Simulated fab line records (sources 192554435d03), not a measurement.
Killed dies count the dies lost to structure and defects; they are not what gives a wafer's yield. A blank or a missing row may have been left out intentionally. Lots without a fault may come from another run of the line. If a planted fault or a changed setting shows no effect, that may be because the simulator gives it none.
Struck lot and sound lot, side by side | flow n5 finfet | 37 steps out of a route of 1938
Sound: the wafers L261.2, L261.4, L261.6. Struck: wafers L265.4, L265.5. (L265.2 of the same lot was not struck and is left out.) The cause comes at the end.
At each step with rows: each side's tool, then ch and its chambers, then its first start. Under that, the readings that differ: sound wafers | struck wafers | difference of the means | sigmas: that difference in standard deviations of wafers without a fault.
alike: words and numbers the same on both sides, and readings whose means are apart by under 2 such deviations; not compared: readings that were withheld, readings missing a value for some wafer, numbers with overlapping values and no deviation given by the record, and bounds like >300 which may hide the same value.
The two part at a step that has a row with sigmas, a row that says differs or no value, or rows on one side only. Numbers that don't overlap but have no deviation are shown without sigmas and don't part them. Lack of a reading on every wafer of one side parts them only where that side has two or more wafers.

first, 10 steps without rows for these wafers: N5_STI_FIN_REVEAL_PRECLEAN_18 (cleans in SC2, time 45 s); N5_STI_FIN_REVEAL_SRD_28 (time 30 s); N5_DUMMY_GATE_PRECLEAN_00 (cleans in O3/DIW, time 60 s); N5_DUMMY_GATE_SRD_01 (time 30 s); N5_DUMMY_GATE_ALD_02 (deposits SiO2, target thk 2 nm, pulse time 1 s); N5_DUMMY_GATE_CVD_03 (deposits a-Si from SiH4, target thk 150 nm, time 8042 s); N5_DUMMY_GATE_PRECLEAN_46 (cleans in DIW, time 89.5 s); N5_DUMMY_GATE_SRD_47 (dry time 32 s); N5_DUMMY_GATE_CMP_04 (polishes a-Si); N5_DUMMY_GATE_HM_DEP_06 (deposits SiNx from DCS/NH3, target thk 80 nm, time 5141 s).
N5_DUMMY_GATE_PECVD_30: deposits SiO2 from TEOS/O2, target thk 55 nm, time 10.8 s.
  sound on pecvd-04 ch 0,2, day 3 15:54; struck on pecvd-04 ch 0,2, day 4 19:25
  reading                                       | sound        | struck    | difference | sigmas
  model.SiO2_of_DUMMY_GATE_PECVD_30.thk nm (nm) | 54.8 55.6 55 | 75.6 74.8 | +20.1      |
  alike: chamber pressure Torr
then, 22 steps without rows for these wafers: N5_DUMMY_GATE_COAT_34 (time 60 s, resist thk 60 nm); N5_DUMMY_GATE_COAT_35 (time 60 s, resist thk 10 nm); N5_DUMMY_GATE_COAT_28 (time 60 s, resist thk 10 nm); N5_DUMMY_GATE_COAT_09 (resist thk 30 nm); N5_DUMMY_GATE_EBR_11; N5_DUMMY_GATE_SOFTBAKE_10 (time 60 s); N5_DUMMY_GATE_EXPOSE_12 (exposes mask GATE, target cd 25 nm); N5_DUMMY_GATE_PEB_13 (peb time 60 s); N5_DUMMY_GATE_DEVELOP_14 (develop time 30 s); N5_DUMMY_GATE_DESCUM_20 (chemistry O2, time 6.2 s); N5_DUMMY_GATE_ETCH_29 (etches underlayer in N2/H2, target depth 13 nm); N5_DUMMY_GATE_ETCH_36 (etches SiARC in CF4, target depth 13 nm); N5_DUMMY_GATE_ETCH_37 (etches SOC in N2/H2, target depth 60 nm, overetch 30 nm); N5_DUMMY_GATE_STRIP_38 (strips in N2/H2); N5_DUMMY_GATE_STRIP_39 (strips in N2/H2); N5_DUMMY_GATE_TRIM_49 (chemistry O2, time 29 s, target cd 14 nm); N5_DUMMY_GATE_STRIP_40 (strips in CF4); N5_DUMMY_GATE_ETCH_31 (etches SiO2 in C4F6/O2, target depth 82.5 nm, time 27.5 s); N5_DUMMY_GATE_STRIP_41 (strips in O2); N5_DUMMY_GATE_HM_OPEN_21 (chemistry CH3F/O2, target SiNx, target depth 120 nm, time 171.4 s); N5_DUMMY_GATE_ETCH_32 (etches SiO2 in CF4, target depth 3.5 nm, time 3.9 s); N5_DUMMY_GATE_ETCH_23 (etches poly-Si in HBr/Cl2/O2, target depth 41 nm, time 22.3 s).
N5_DUMMY_GATE_ETCH_44: etches poly-Si in HBr/O2, stops on SiO2, target depth 127.5 nm.
  sound on rie si-03 ch 1,3, day 3 17:17; struck on rie si-02 ch 3, day 4 20:38
  reading                                       | sound          | struck  | difference | sigmas
  model.SiO2_of_DUMMY_GATE_PECVD_30.thk nm (nm) | 37.8 38.6 37.8 | 58.6 58 | +20.2      |
  alike: drypump motor current A, oes product au, throttle valve pct
  not compared: rf hours counter h
then, 1 step without rows for these wafers: N5_DUMMY_GATE_ETCH_42 (etches SiO2 in CHF3/O2, target depth 3.5 nm, time 31 s).
N5_ILD0_CMP_03: polishes, stops on SiNx, t overpolish 1.9 s, target thk 197.38 nm.
  sound on cmp-02 ch 0,3, day 4 07:05; struck on cmp-01 ch 0,1, day 5 11:05
  reading                | sound    | struck | difference | sigmas
  time to endpoint s (s) | 72 74 72 | 85 80  | +10        | +3
  alike: edge zone pressure frac, motor current A, overpolish run s
-- the record jumps here: 4 days lie between the struck wafers' starts before and after (it left off in module ILD0 and takes up again in module BEOL_M4, whose first step shown is number 1111 of the route) --
N5_BEOL_M4_RC_MEAS_101:
  sound on prober-02 ch 0, day 8 21:17; struck on prober-01 ch 0, day 9 20:46
  reading        | sound             | struck      | difference | sigmas
  IOFF_N (nA/um) | 0.172 0.193 0.175 | 0.139 0.131 | -0.045     | -2
  ION_N (uA/um)  | 686 680 688       | 659 648     | -31        | -3
  ION_P (uA/um)  | 458 460 465       | 448 443     | -16        | -2
  VT_N (mV)      | 246.6 246.3 246.0 | 254.3 254.9 | +8.3       | +3
  alike: DIBL_N, DIBL_P, IOFF_P, SS_N, SS_P, VT_P

== WHERE THEY PART ==
Earliest at N5_ILD0_CMP_03; latest, in this record, at N5_BEOL_M4_RC_MEAS_101.

WHY: what had been put in by the simulator
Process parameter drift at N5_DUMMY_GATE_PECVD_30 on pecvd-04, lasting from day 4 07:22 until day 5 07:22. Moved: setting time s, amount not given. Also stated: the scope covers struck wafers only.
